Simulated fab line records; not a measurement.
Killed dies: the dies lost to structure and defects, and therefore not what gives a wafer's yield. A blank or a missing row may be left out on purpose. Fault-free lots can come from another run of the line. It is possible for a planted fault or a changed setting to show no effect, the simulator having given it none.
What tool caused it? -- flow nandHarc -- 12 lots, 36 wafers sampled, at 5 steps of a route of 1302

WHAT THE GAUGES READ, wafer by wafer
NHARC_P_ZERO_WELL_CD_MEAS_37: the cd target is 720 nm.
lot,measured,on,cdNm (nm)
L705,day 2 00:12,cdSem-02,718.4 719.3 719.6
L709,day 3 16:14,cdSem-01,719.9 718.9 718.4
L711,day 4 12:41,cdSem-02,722.4 719.6 720.4
L713,day 5 08:16,cdSem-03,720.6 721.1 720.2
L714,day 5 18:10,cdSem-01,719.6 720.5 719.1
L716,day 6 14:14,cdSem-01,718.1 718.3 721.9
L721,day 8 15:52,cdSem-01,722.0 719.0 719.2
L724,day 9 22:05,cdSem-01,717.7 721.4 718.0
L725,day 10 10:58,cdSem-01,722.1 722.2 722.0
L726,day 10 18:12,cdSem-02,719.3 719.9 717.6
L727,day 11 04:02,cdSem-02,720.3 722.3 721.4
L728,day 11 14:10,cdSem-03,717.8 718.1 720.8

NHARC_P_ZERO_WELL_CD_MEAS_52: the cd target is 2000 nm.
lot,measured,on,cdNm (nm)
L705,day 2 02:17,cdSem-01,1998.8 2000.2 1997.9
L709,day 3 17:52,cdSem-02,2000.9 1999.0 1996.8
L711,day 4 14:12,cdSem-03,1998.9 1998.7 2000.3
L713,day 5 09:47,cdSem-02,1998.5 2003.5 2003.7
L714,day 5 19:40,cdSem-02,1979.0 1981.1 1980.9 1979.5 1981.5 1980.4
L716,day 6 15:46,cdSem-01,1998.8 2000.5 1998.3
L721,day 8 17:23,cdSem-01,1999.0 1996.8 2001.0
L724,day 9 23:44,cdSem-02,2000.0 2001.1 1996.0
L725,day 10 12:28,cdSem-03,1997.1 1998.7 2000.7
L726,day 10 19:43,cdSem-03,1998.2 1999.9 2001.3
L727,day 11 05:40,cdSem-01,2001.1 1998.5 2001.1
L728,day 11 15:48,cdSem-03,2002.7 2002.2 2000.4

WHICH TOOL RAN EACH LOT (tool, then ch and the chambers of the sampled wafers, then the start)
lot,NHARC_P_ZERO_WELL_ETCH_62,NHARC_P_ZERO_WELL_ETCH_63,NHARC_P_ZERO_WELL_EXPOSE_49
L705,"rieDiel-03 ch 0,1,2, day 1 21:46 or earlier","rieSi-02 ch 1,2,3, day 1 21:46","krfScanner-04 ch 0, day 2 02:07"
L709,"rieDiel-11 ch 1,2,3, day 3 13:39 or earlier","rieSi-02 ch 0,1,3, day 3 13:39","krfScanner-01 ch 0, day 3 17:43"
L711,"rieDiel-03 ch 0,2, day 4 09:32 or earlier","rieSi-02 ch 1,3, day 4 09:32","krfScanner-02 ch 0, day 4 14:03"
L713,"rieDiel-03 ch 0,2, day 5 05:43 or earlier","rieSi-01 ch 2,3, day 5 05:43","krfScanner-01 ch 0, day 5 09:38"
L714,"rieDiel-02 ch 0,1,3, day 5 15:45 or earlier","rieSi-02 ch 0,1,3, day 5 15:45","krfScanner-01 ch 0, day 5 19:31"
L716,"rieDiel-03 ch 0,2,3, day 6 11:41 or earlier","rieSi-01 ch 0,2,3, day 6 11:41","krfScanner-04 ch 0, day 6 15:36"
L721,"rieDiel-02 ch 0,2, day 8 13:34 or earlier","rieSi-06 ch 1,2, day 8 13:34","krfScanner-02 ch 0, day 8 17:13"
L724,"rieDiel-02 ch 1,2,3, day 9 19:40 or earlier","rieSi-06 ch 0,1,3, day 9 19:40","krfScanner-01 ch 0, day 9 23:35"
L725,"rieDiel-11 ch 0,2, day 10 05:43 or earlier","rieSi-06 ch 0,3, day 10 05:43","krfScanner-01 ch 0, day 10 12:19"
L726,"rieDiel-02 ch 0,1,3, day 10 15:41 or earlier","rieSi-01 ch 1,2,3, day 10 15:41","krfScanner-01 ch 0, day 10 19:34"
L727,"rieDiel-11 ch 1,3, day 11 01:43 or earlier","rieSi-02 ch 0,2,3, day 11 01:43","krfScanner-04 ch 0, day 11 05:31"
L728,"rieDiel-11 ch 0,1,3, day 11 11:40 or earlier","rieSi-02 ch 1,3, day 11 11:40","krfScanner-02 ch 0, day 11 15:38"
- NHARC_P_ZERO_WELL_ETCH_62: etches the open film in CHF3/Ar, target depth 13 nm, time 6.5 s.
- NHARC_P_ZERO_WELL_ETCH_63: etches the open film in HBr/Cl2, target depth 120 nm, time 40.1 s.
- NHARC_P_ZERO_WELL_EXPOSE_49: exposes mask P HVPW, target cd 2000 nm.

WHAT THE TOOLS THEMSELVES READ (means of the sampled wafers that have a number; where no wafer has one, the mark that the record gives instead)
NHARC_P_ZERO_WELL_ETCH_62.
lot,tool,chamberPressureMTorr (mTorr),drypumpMotorCurrentA (A),oesProductAu (a.u.),rfVppV (V),showerheadPlenumPTorr (Torr),throttleValvePct (%)
L705,rieDiel-03,25.020,5.8,0.949,370.8,2.33,20.217
L709,rieDiel-11,25.012,5.6,0.971,369.5,2.27,20.212
L711,rieDiel-03,24.996,5.9,0.966,371.5,2.38,20.212
L713,rieDiel-03,24.990,5.7,0.946,371.3,2.38,20.226
L714,rieDiel-02,25.029,5.5,0.940,369.0,2.30,20.211
L716,rieDiel-03,25.004,5.6,0.972,371.3,2.36,20.224
L721,rieDiel-02,25.015,5.1,0.951,372.2,2.38,20.212
L724,rieDiel-02,24.991,5.4,0.954,368.9,2.28,20.211
L725,rieDiel-11,25.013,6.0,0.951,370.3,2.30,20.217
L726,rieDiel-02,24.980,5.5,0.965,372.6,2.41,20.217
L727,rieDiel-11,25.014,5.7,0.965,367.6,2.22,20.214
L728,rieDiel-11,24.989,5.9,0.975,367.8,2.25,20.216

NHARC_P_ZERO_WELL_ETCH_63.
lot,tool,chamberPressureMTorr (mTorr),drypumpMotorCurrentA (A),oesProductAu (a.u.),throttleValvePct (%)
L705,rieSi-02,14.993,5.8,0.994,26.394
L709,rieSi-02,15.002,5.8,0.999,26.399
L711,rieSi-02,15.012,5.8,1.004,26.403
L713,rieSi-01,14.999,5.7,0.992,26.416
L714,rieSi-02,14.991,5.9,0.988,26.401
L716,rieSi-01,15.002,5.8,0.994,26.410
L721,rieSi-06,14.993,6.1,1.004,26.404
L724,rieSi-06,14.999,6.0,1.001,26.398
L725,rieSi-06,15.002,6.0,1.003,26.410
L726,rieSi-01,14.992,5.8,1.004,26.408
L727,rieSi-02,14.995,5.9,1.000,26.407
L728,rieSi-02,14.995,6.0,1.000,26.412

THE ANSWER, worked out from the rows above alone
Rule: usual is defined by the lots themselves. Put in order of their means at a reading, lots are off if they are a third of the lots or fewer, leave a main group of 4 or more, and stand apart from it by a gap of 3 or more times the standard deviation of the main group's means; of several such gaps the widest counts. A main group is skipped when, at the precision printed for the reading in the tables above, its means are all equal. Also off: a lot with no number at a reading for which 4 or more lots have one. Any other lot the step has rows for is counted as sound. After the gauges, taken in route order, come the tools' own readings; for these a lot's mean is taken, as printed above. The first step at which some lot is off is used, and at that step the reading that is off furthest; a lot without a number counts as furthest.
Off at NHARC_P_ZERO_WELL_CD_MEAS_52 (cdNm): L714. The main group: mean 1999.7 nm, standard deviation 1.1.
If a tool, at a process step before that reading, ran all the lots that are off and no sound lot after the first of them, it fits. The gauges at NHARC_P_ZERO_WELL_CD_MEAS_52 are tried like those tools. NHARC_P_ZERO_WELL_ETCH_62 gives no start for some lots, so the hours and the order of its lots are those of NHARC_P_ZERO_WELL_ETCH_63. Of those tried, none fits.

WHAT THE SIMULATOR HAD PUT IN
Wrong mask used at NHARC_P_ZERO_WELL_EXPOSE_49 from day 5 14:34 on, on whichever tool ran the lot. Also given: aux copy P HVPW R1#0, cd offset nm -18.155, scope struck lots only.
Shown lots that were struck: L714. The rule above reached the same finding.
